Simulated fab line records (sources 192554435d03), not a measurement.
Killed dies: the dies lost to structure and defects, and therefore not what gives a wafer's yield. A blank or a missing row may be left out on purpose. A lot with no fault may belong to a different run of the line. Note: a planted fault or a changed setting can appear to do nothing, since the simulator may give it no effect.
fab line records	flow n5Finfet
[record] lots = 8	wafers = 24	lastDay = 18
route steps=1938 shown PMOS_HMC_CHANNEL_EPI@65 FIN_SAQP@97 FIN_CUT@165 BEOL_M4@1111 PASSIVATION@1936
lots that met no fault: from a run of the same line without faults
startH: the number of hours between the record's first day and the start of the first shown wafer of the lot	waitH: time in hours since the lot's previous step	" as in the row above	L1.1+2: one row covering several wafers at once	- no value, or no start given	* or withheld: withheld	< > ~ a bound
route shown NAME@n: a module of which the file shows steps, and the number in the route of the first	usual: average and standard deviation across the fault-free wafers	same: alike in all rows	chamber/n: place in a boat	sites: per-site readings	_std_site: standard deviation across them	_edge_site: the outer-site mean with the inner-site mean subtracted	radiusMm: how far each site lies from the wafer's centre	mask NAME#n: copy n	behind: tool/chamber where the wafer was last shaped	hold: the reason the lot was held/the length of the hold in hours/how it ended	device: the transistor (n, p or np) that didn't switch	end of line: the route-end tests of the same wafers	step lacking rows: just its recipe	killed: the dies lost at the first sort to structure and to defects; this is not the yield of the wafer	map: a wafer's dies, x killed, . not, _ none there
set.NAME: the run value of the setting; set.NAME@STEP: its run value at that earlier step	model.NAME: the simulator's own value behind a step, which no gauge read
the route's steps for a sample of lots (tables are steps, rows are wafers)
services: when a tool's chamber went out of use (startH, in hours from the record's first day, below 0 if earlier), for how many hours, and the reason
[[steps]]
[step N5_PMOS_HMC_CHANNEL_EPI_CD_MEAS_09]
[recipe] targetCdNm = 237.4	landingEnergyEv = 500	detector = seInlens
[usual] cdNm = 237.3/0.83
lot.wafer	tool	chamber	startH	waitH	cdNm
L457.1	cdSem-03	0	25.30	-	237.5
L457.3	"	0	"	"	237.1
L457.6	"	0	"	"	236.8
L459.1	cdSem-01	0	36.17	-	238.3
L459.3	"	0	"	"	238.4
L459.6	"	0	"	"	238.3
L461.1	cdSem-02	0	47.10	-	237.7
L461.4	"	0	"	"	237.6
L461.6	"	0	"	"	237.3
L466.2	cdSem-02	0	77.25	-	237.4
L466.4	"	0	"	"	237.3
L466.5	"	0	"	"	237.5
L467.2	cdSem-02	0	83.85	-	236.0
L467.4	"	0	"	"	236.8
L467.6	"	0	"	"	237.4
L470.1	cdSem-02	0	101.67	-	238.8
L470.4	"	0	"	"	238.5
L470.6	"	0	"	"	238.6
L471.2	cdSem-01	0	107.24	-	236.5
L471.3	"	0	"	"	236.1
L471.5	"	0	"	"	237.1
L479.2	cdSem-03	0	155.49	-	239.0
L479.3	"	0	"	"	238.7
L479.4	"	0	"	"	238.6
[step N5_PMOS_HMC_CHANNEL_EPI_STRIP_33]
[recipe] chemistry = N2/H2	powerW = 500	tempC = 40	pressureMtorr = 50	rfFrequencyHz = 6e+07	overashFraction = 0.3	biasPowerW = 8	h2Frac = 0.5	n2FlowSccm = 300	h2FlowSccm = 300
[usual] drypumpMotorCurrentA = 5.9/0.62	oesProductAu = 0.74/0.066	rfVppV = 54.2/1.6	showerheadPlenumPTorr = 3.36/0.12	throttleValvePct = 18.9/0.34
lot.wafer	tool	chamber	startH	waitH	drypumpMotorCurrentA	oesProductAu	rfHoursCounterH	rfVppV	showerheadPlenumPTorr	throttleValvePct
L457.1	rieDiel-03	3	25.52	0.0	6.4	0.72	223	52.0	3.18	19.0
L457.3	"	0	"	"	5.2	0.77	123	55.5	3.24	18.6
L457.6	"	2	"	"	5.5	0.77	-	55.0	3.36	19.5
L459.1	rieDiel-04	0	36.39	0.0	5.4	0.82	114	55.8	3.52	19.2
L459.3	"	2	"	"	6.1	0.72	191	53.5	3.34	19.2
L459.6	"	2	"	"	6.1	0.74	-	52.1	3.34	19.2
L461.1	rieDiel-03	2	47.59	0.0	5.5	0.76	150	54.5	3.35	19.5
L461.4	"	1	"	"	6.1	0.76	109	54.0	3.52	18.8
L461.6	"	0	"	"	5.2	0.75	-	56.8	3.24	18.6
L466.2	rieDiel-04	2	77.97	0.0	6.1	0.71	203	52.7	3.33	19.1
L466.4	"	0	"	"	5.4	0.80	127	52.6	3.51	19.2
L466.5	"	0	"	"	5.4	0.81	-	56.5	3.51	19.2
L467.2	rieDiel-03	1	84.19	0.0	6.1	0.75	120	54.6	3.52	18.8
L467.4	"	2	"	"	5.5	0.74	161	54.4	3.35	19.5
L467.6	"	2	"	"	5.5	0.76	-	56.1	3.35	19.5
L470.1	rieDiel-04	1	101.89	0.0	5.5	0.69	236	54.1	3.43	18.9
L470.4	"	0	"	"	5.4	0.80	132	52.6	3.51	19.2
L470.6	"	3	"	"	6.8	0.70	-	55.9	3.21	18.4
L471.2	rieDiel-01	1	107.46	0.0	4.7	0.69	238	54.3	3.45	19.1
L471.3	"	3	"	"	6.2	0.81	82	52.9	3.26	18.6
L471.5	"	2	"	"	6.6	0.69	-	52.4	3.32	19.3
L479.2	rieDiel-01	2	156.34	0.0	6.6	0.66	243	54.9	3.31	19.3
L479.3	"	3	"	"	6.3	0.79	100	51.6	3.25	18.7
L479.4	"	3	"	"	6.2	0.77	-	54.5	3.25	18.6
[step N5_PMOS_HMC_CHANNEL_EPI_CMP_21]
[recipe] material = SiGe30	postCmpClean = alkalineBrush	targetThkNm = 54
[usual] motorCurrentA = 12.0/0.86
lot.wafer	tool	chamber	startH	waitH	motorCurrentA
L457.3	cmp-04	2	27.38	0.0	12.8
L457.1	"	3	"	"	12.4
L457.6	"	3	"	"	11.2
L459.3	cmp-04	1	38.51	0.1	12.1
L459.1	"	2	"	"	12.4
L459.6	"	3	"	"	12.3
L461.1	cmp-03	3	49.46	0.0	12.4
L461.4	"	2	"	"	12.2
L461.6	"	3	"	"	13.9
L466.2	cmp-04	2	80.20	0.0	13.2
L466.4	"	3	"	"	11.9
L466.5	"	3	"	"	12.4
L467.2	cmp-04	2	86.52	0.1	13.0
L467.4	"	3	"	"	11.6
L467.6	"	0	"	"	11.2
L470.1	cmp-01	2	104.21	0.1	10.3
L470.4	"	3	"	"	11.5
L470.6	"	0	"	"	13.1
L471.2	cmp-01	1	109.69	0.0	10.5
L471.3	"	0	"	"	13.2
L471.5	"	2	"	"	10.1
L479.2	cmp-03	3	158.21	0.1	13.8
L479.3	"	0	"	"	12.3
L479.4	"	1	"	"	12.8
[step N5_PMOS_HMC_CHANNEL_EPI_INSPECT_30]
[recipe] inspectInstrument = darkfield	mode = postEpi
[usual] rawDefectCount = 18/5.3
lot.wafer	tool	chamber	startH	waitH	rawDefectCount
L457.1	defectInspect-01	-	28.16	0.0	20
L457.3	"	-	"	"	27
L457.6	"	-	"	"	25
L459.1	defectInspect-02	-	39.21	0.0	18
L459.3	"	-	"	"	25
L459.6	"	-	"	"	23
L461.1	defectInspect-01	-	50.23	0.0	16
L461.4	"	-	"	"	17
L461.6	"	-	"	"	13
L466.2	defectInspect-02	-	80.98	0.0	549
L466.4	"	-	"	"	501
L466.5	"	-	"	"	507
L467.2	defectInspect-02	-	87.22	0.0	494
L467.4	"	-	"	"	504
L467.6	"	-	"	"	466
L470.1	defectInspect-02	-	105.01	0.0	14
L470.4	"	-	"	"	16
L470.6	"	-	"	"	23
L471.2	defectInspect-02	-	110.57	0.0	14
L471.3	"	-	"	"	25
L471.5	"	-	"	"	16
L479.2	defectInspect-01	-	159.05	0.0	16
L479.3	"	-	"	"	16
L479.4	"	-	"	"	22
[step N5_FIN_SAQP_THK_MEAS_05]
[usual] thkNm = 38.0/0.5
lot.wafer	tool	chamber	startH	waitH	thkNm
L457.1	filmMetro-01	-	28.81	0.1	37.5
L457.3	"	-	"	"	38.1
L457.6	"	-	"	"	37.7
L459.1	filmMetro-01	-	40.07	0.1	38.0
L459.3	"	-	"	"	38.0
L459.6	"	-	"	"	38.1
L461.1	filmMetro-02	-	51.11	0.1	37.4
L461.4	"	-	"	"	38.2
L461.6	"	-	"	"	38.1
L466.2	filmMetro-02	-	81.78	0.1	37.7
L466.4	"	-	"	"	38.4
L466.5	"	-	"	"	38.5
L467.2	filmMetro-02	-	88.54	0.1	37.9
L467.4	"	-	"	"	38.0
L467.6	"	-	"	"	38.4
L470.1	filmMetro-02	-	105.65	0.1	38.0
L470.4	"	-	"	"	38.9
L470.6	"	-	"	"	38.9
L471.2	filmMetro-01	-	111.22	0.1	37.0
L471.3	"	-	"	"	36.9
L471.5	"	-	"	"	37.6
L479.2	filmMetro-02	-	159.68	0.1	38.2
L479.3	"	-	"	"	38.1
L479.4	"	-	"	"	38.5
[step N5_FIN_SAQP_INSPECT_18]
[recipe] mode = adi	inspectInstrument = brightfield
[usual] rawDefectCount = 400/110
lot.wafer	tool	chamber	startH	waitH	rawDefectCount
L457.1	defectInspect-02	-	29.59	0.0	365
L457.3	"	-	"	"	462
L457.6	"	-	"	"	425
L459.1	defectInspect-02	-	40.84	0.0	504
L459.3	"	-	"	"	305
L459.6	"	-	"	"	292
L461.1	defectInspect-02	-	51.74	0.0	524
L461.4	"	-	"	"	433
L461.6	"	-	"	"	509
L466.2	defectInspect-02	-	82.54	0.0	838
L466.4	"	-	"	"	1164
L466.5	"	-	"	"	877
L467.2	defectInspect-01	-	89.30	0.0	751
L467.4	"	-	"	"	787
L467.6	"	-	"	"	739
L470.1	defectInspect-02	-	106.41	0.0	408
L470.4	"	-	"	"	473
L470.6	"	-	"	"	576
L471.2	defectInspect-02	-	111.97	0.0	643
L471.3	"	-	"	"	758
L471.5	"	-	"	"	644
L479.2	defectInspect-01	-	160.43	0.0	406
L479.3	"	-	"	"	326
L479.4	"	-	"	"	426
[step N5_FIN_SAQP_INSPECT_40]
[recipe] inspectInstrument = brightfield	mode = aei
[usual] rawDefectCount = 212/53
lot.wafer	tool	chamber	startH	waitH	rawDefectCount
L457.1	defectInspect-02	-	33.95	0.0	174
L457.3	"	-	"	"	224
L457.6	"	-	"	"	218
L459.1	defectInspect-02	-	45.42	0.0	193
L459.3	"	-	"	"	147
L459.6	"	-	"	"	179
L461.1	defectInspect-01	-	56.22	0.0	242
L461.4	"	-	"	"	221
L461.6	"	-	"	"	272
L466.2	defectInspect-01	-	88.08	0.0	749
L466.4	"	-	"	"	811
L466.5	"	-	"	"	790
L467.2	defectInspect-02	-	96.08	0.0	605
L467.4	"	-	"	"	723
L467.6	"	-	"	"	626
L470.1	defectInspect-01	-	110.63	0.0	348
L470.4	"	-	"	"	315
L470.6	"	-	"	"	265
L471.2	defectInspect-01	-	116.49	0.0	193
L471.3	"	-	"	"	153
L471.5	"	-	"	"	231
L479.2	defectInspect-01	-	165.59	0.0	251
L479.3	"	-	"	"	248
L479.4	"	-	"	"	220
[step N5_FIN_CUT_INSPECT_10]
[recipe] mode = adi	inspectInstrument = brightfield
[usual] rawDefectCount = 40/9.9
lot.wafer	tool	chamber	startH	waitH	rawDefectCount
L457.1	defectInspect-02	-	34.35	0.1	38
L457.3	"	-	"	"	30
L457.6	"	-	"	"	38
L459.1	defectInspect-01	-	45.94	0.1	42
L459.3	"	-	"	"	28
L459.6	"	-	"	"	29
L461.1	defectInspect-02	-	56.75	0.1	28
L461.4	"	-	"	"	45
L461.6	"	-	"	"	57
L466.2	defectInspect-01	-	88.59	0.0	565
L466.4	"	-	"	"	554
L466.5	"	-	"	"	532
L467.2	defectInspect-01	-	96.59	0.0	497
L467.4	"	-	"	"	518
L467.6	"	-	"	"	491
L470.1	defectInspect-01	-	111.14	0.1	43
L470.4	"	-	"	"	53
L470.6	"	-	"	"	31
L471.2	defectInspect-02	-	117.01	0.0	39
L471.3	"	-	"	"	24
L471.5	"	-	"	"	42
L479.2	defectInspect-02	-	166.10	0.0	51
L479.3	"	-	"	"	48
L479.4	"	-	"	"	47
[step N5_BEOL_M4_RC_MEAS_101]
[usual] DIBL_N = 35.9/1.4	DIBL_P = 35.9/1.7	IOFF_N = 0.155/0.023	IOFF_P = 0.201/0.029	ION_N = 672/8.8	ION_P = 460/7	SS_N = 71.6/0.48	SS_P = 73.1/0.64	VT_N = 250.0/3	VT_P = -251.6/3
lot.wafer	tool	chamber	startH	waitH	DIBL_N[mV/V]	DIBL_P[mV/V]	IOFF_N[nA/um]	IOFF_P[nA/um]	ION_N[uA/um]	ION_P[uA/um]	SS_N[mV/dec]	SS_P[mV/dec]	VT_N[mV]	VT_P[mV]
L457.1	prober-02	0	172.95	0.0	34.9	33.6	0.130	0.184	652	452	71.9	72.2	256.1	-249.7
L457.3	"	0	"	"	34.1	33.5	0.120	0.181	660	455	71.0	72.6	254.3	-250.7
L457.6	"	0	"	"	35.3	35.0	0.145	0.213	664	463	71.7	72.7	251.9	-250.3
L461.1	prober-01	0	191.89	0.0	32.8	34.9	0.126	0.168	663	453	71.3	73.3	254.2	-257.0
L461.4	"	0	"	"	35.5	37.1	0.165	0.200	671	456	71.5	73.6	250.1	-254.1
L461.6	"	0	"	"	35.6	37.1	0.161	0.208	668	459	72.1	73.6	251.3	-250.2
L459.1	prober-02	0	194.31	0.0	36.2	35.5	0.143	0.188	669	458	71.7	72.4	251.5	-255.1
L459.3	"	0	"	"	37.7	36.6	0.163	0.202	666	456	72.1	73.5	251.0	-252.9
L459.6	"	0	"	"	35.9	35.5	0.145	0.190	674	462	71.3	72.6	250.1	-252.0
L466.2	prober-01	0	243.98	0.2	34.5	35.1	0.126	0.184	654	457	71.1	72.0	255.7	-250.0
L466.4	"	0	"	"	37.0	37.8	0.169	0.221	685	474	71.7	73.6	249.0	-250.5
L466.5	"	0	"	"	35.2	35.1	0.134	0.179	661	460	70.8	72.5	250.9	-252.3
L467.2	prober-01	0	248.54	0.2	33.6	36.2	0.151	0.208	674	467	71.8	72.9	248.0	-249.2
L467.4	"	0	"	"	34.7	37.1	0.157	0.220	673	465	71.6	74.4	249.8	-249.0
L467.6	"	0	"	"	33.2	35.7	0.140	0.197	665	463	71.6	73.1	250.3	-251.5
L470.1	prober-01	0	252.05	0.0	36.9	36.8	0.183	0.244	684	467	72.1	74.0	246.3	-249.6
L470.4	"	0	"	"	37.7	37.6	0.198	0.260	671	463	72.6	73.6	244.0	-246.0
L470.6	"	0	"	"	36.5	35.2	0.170	0.227	670	461	72.4	73.7	248.2	-249.3
L471.2	prober-02	0	274.49	0.2	35.5	36.6	0.145	0.221	674	471	71.6	73.2	250.0	-247.2
L471.3	"	0	"	"	36.6	37.4	0.164	0.237	683	474	72.0	73.5	247.9	-245.8
L471.5	"	0	"	"	37.5	38.9	0.188	0.267	684	476	71.8	73.9	245.9	-244.8
L479.2	prober-02	0	311.64	0.2	35.6	34.0	0.141	0.186	649	448	71.7	72.6	255.4	-253.7
L479.3	"	0	"	"	34.9	34.2	0.131	0.198	668	462	71.1	73.4	250.9	-251.9
L479.4	"	0	"	"	33.5	32.8	0.113	0.168	654	454	71.0	72.6	256.9	-252.6
[step N5_PASSIVATION_PROBE_49]
[usual] defectLimitedYield = 91.7/1.5	killed_at_M0_to_M3 = 30/8.6	killed_at_M4_up = 12/4.5	killedAtContacts = 13/5.8	killedAtFrontEnd = 38/11	killedAtOther = 4/3	killedDies = 97/17	killedOnRim = 13/3.6	killedOpen = 63/12	killedShort = 32/8.8	sort_bin_5_function = 4.8/0.91	sort_bin_6_memory = 3.1/0.68	sortNPass = 1083/17	sortYieldPct = 91.7/1.5
[same] grossDies = 1180	killedAtBackSide = 0	sort_bin_4_leakage[%] = 0	sort_bin_8_speed[%] = 0
lot.wafer	tool	chamber	startH	waitH	defectLimitedYield[%]	killed_at_M0_to_M3	killed_at_M4_up	killedAtContacts	killedAtFrontEnd	killedAtOther	killedDies	killedOnRim	killedOpen	killedShort	sort_bin_5_function[%]	sort_bin_6_memory[%]	sortNPass	sortYieldPct[%]
L466.2	prober-01	-	343.90	0.1	60.3	32	6	15	416	0	469	64	50	26	24.7	12.7	711	60.3
L466.4	prober-01	-	344.00	0.2	59.7	36	14	11	414	1	476	60	62	40	25.3	12.7	704	59.7
L466.5	prober-01	-	344.05	0.2	60.9	26	8	11	416	0	461	60	50	39	24.8	11.0	719	60.9
L467.2	prober-02	-	357.05	0.1	63.1	17	16	12	389	2	436	52	53	20	21.8	12.6	744	63.1
L467.4	prober-02	-	357.15	0.2	62.6	15	8	5	408	5	441	60	40	25	24.9	10.4	739	62.6
L467.6	prober-02	-	357.25	0.3	65.4	16	11	14	365	2	408	42	50	20	20.5	12.0	772	65.4
// killed by level:class
L466.2 PMOS_HMC_CHANNEL_EPI:unspecified=393 MOL_CONTACT_COAG:geometricParticle:open=12 FIN_SAQP:geometricParticle:short=11 BEOL_M0_SAQP:geometricParticle:open=9 BEOL_M2:geometricParticle:open=6 BEOL_M2:geometricParticle:short=5 FIN_SAQP:geometricParticle:open=4 BEOL_M3:geometricParticle:open=4
L466.4 PMOS_HMC_CHANNEL_EPI:unspecified=373 FIN_SAQP:geometricParticle:short=18 FIN_SAQP:geometricParticle:open=11 BEOL_M2:geometricParticle:open=11 MOL_CONTACT_COAG:geometricParticle:open=10 BEOL_M0_SAQP:geometricParticle:open=5 BEOL_M2:geometricParticle:short=5 BEOL_M3:geometricParticle:open=4
L466.5 PMOS_HMC_CHANNEL_EPI:unspecified=370 FIN_SAQP:geometricParticle:short=21 MOL_CONTACT_COAG:geometricParticle:open=10 FIN_SAQP:geometricParticle:open=8 BEOL_M2:geometricParticle:open=7 BEOL_M0_SAQP:geometricParticle:short=5 BEOL_M0_SAQP:geometricParticle:open=4 BEOL_M3:geometricParticle:open=4
L467.2 PMOS_HMC_CHANNEL_EPI:unspecified=361 DUMMY_GATE:geometricParticle:open=11 MOL_CONTACT_COAG:geometricParticle:open=10 BEOL_M4:geometricParticle:open=6 BEOL_M0:geometricParticle:open=4 BEOL_M2:geometricParticle:open=4 DUMMY_GATE:geometricParticle:short=3 BEOL_M5:geometricParticle:open=3
L467.4 PMOS_HMC_CHANNEL_EPI:unspecified=375 FIN_SAQP:geometricParticle:short=9 STI_FIN_REVEAL:geometricParticle:open=9 MOL_CONTACT_COAG:geometricParticle:open=4 BEOL_M2:geometricParticle:open=4 FIN_SAQP:geometricParticle:open=3 STI_FIN_REVEAL:geometricParticle:short=3 DUMMY_GATE:geometricParticle:open=3
L467.6 PMOS_HMC_CHANNEL_EPI:unspecified=337 MOL_CONTACT_COAG:geometricParticle:open=11 FIN_SAQP:geometricParticle:open=6 STI_FIN_REVEAL:geometricParticle:open=5 BEOL_M2:geometricParticle:open=4 BEOL_M0:geometricParticle:open=4 BEOL_M4:geometricParticle:short=4 DUMMY_GATE:geometricParticle:open=3
[[services]]
tool	chamber	startH	hours	kind
cmp-01	-	18.50	7.1	pm
cmp-01	-	25.61	4.0	pm
cmp-03	-	28.00	2.6	repair
rieDiel-01	-	40.54	1.4	repair
rieDiel-01	-	45.33	4.0	pm
cmp-04	-	45.85	4.0	pm
cmp-04	-	49.85	-	consumableReplace:conditioner
cmp-04	-	49.85	-	consumableReplace:pad
rieDiel-04	0	78.56	1.2	repair
cmp-04	-	90.72	1.4	repair
cmp-01	-	91.32	4.6	pm
cmp-01	-	120.55	1.3	repair
rieDiel-03	3	122.82	-	clean
rieDiel-03	3	122.82	-	consumableReplace:focusRing
rieDiel-03	3	122.82	-	consumableReplace:showerhead
rieDiel-03	3	122.82	24.2	scheduledDown
rieDiel-03	3	122.82	24.2	ventCycle
rieDiel-03	-	123.29	14.6	pm
rieDiel-04	2	124.85	24.6	repair
rieDiel-04	1	149.68	-	clean
rieDiel-04	1	149.68	-	consumableReplace:focusRing
rieDiel-04	1	149.68	11.9	scheduledDown
rieDiel-04	1	149.68	11.9	ventCycle
cmp-04	-	151.66	0.4	repair
[[key]]
[firstSign] step = N5_PMOS_HMC_CHANNEL_EPI_INSPECT_30	reading = rawDefectCount	direction = up	sigmas = 92	usual = 18	struck = 504
[effect] step = N5_FIN_SAQP_INSPECT_18	reading = rawDefectCount	direction = up	sigmas = 4.1	usual = 400	struck = 859
[effect] step = N5_FIN_SAQP_INSPECT_40	reading = rawDefectCount	direction = up	sigmas = 9.6	usual = 212	struck = 717
[effect] step = N5_FIN_CUT_INSPECT_10	reading = rawDefectCount	direction = up	sigmas = 49	usual = 40	struck = 526
[effect] step = N5_PASSIVATION_PROBE_49	reading = killedAtFrontEnd	direction = up	sigmas = 32	usual = 38	struck = 401
[moreKillsBornAt] N5_PMOS_HMC_CHANNEL_EPI_CMP_21@cmp-04 = 2209
metAt N5_PMOS_HMC_CHANNEL_EPI_CMP_21
struckLots L466,L467
notActingAt N5_PMOS_HMC_CHANNEL_EPI_CD_MEAS_09,N5_PMOS_HMC_CHANNEL_EPI_STRIP_33,N5_FIN_SAQP_THK_MEAS_05
onsetBetween 38.51 80.20
[fault] kind = chamberParticleSource	tool = cmp-04	chamber = -	onsetH = 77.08	steps = N5_PMOS_HMC_CHANNEL_EPI_CMP_21	ratePerVisitCm2 = 0.76388	endH = 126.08
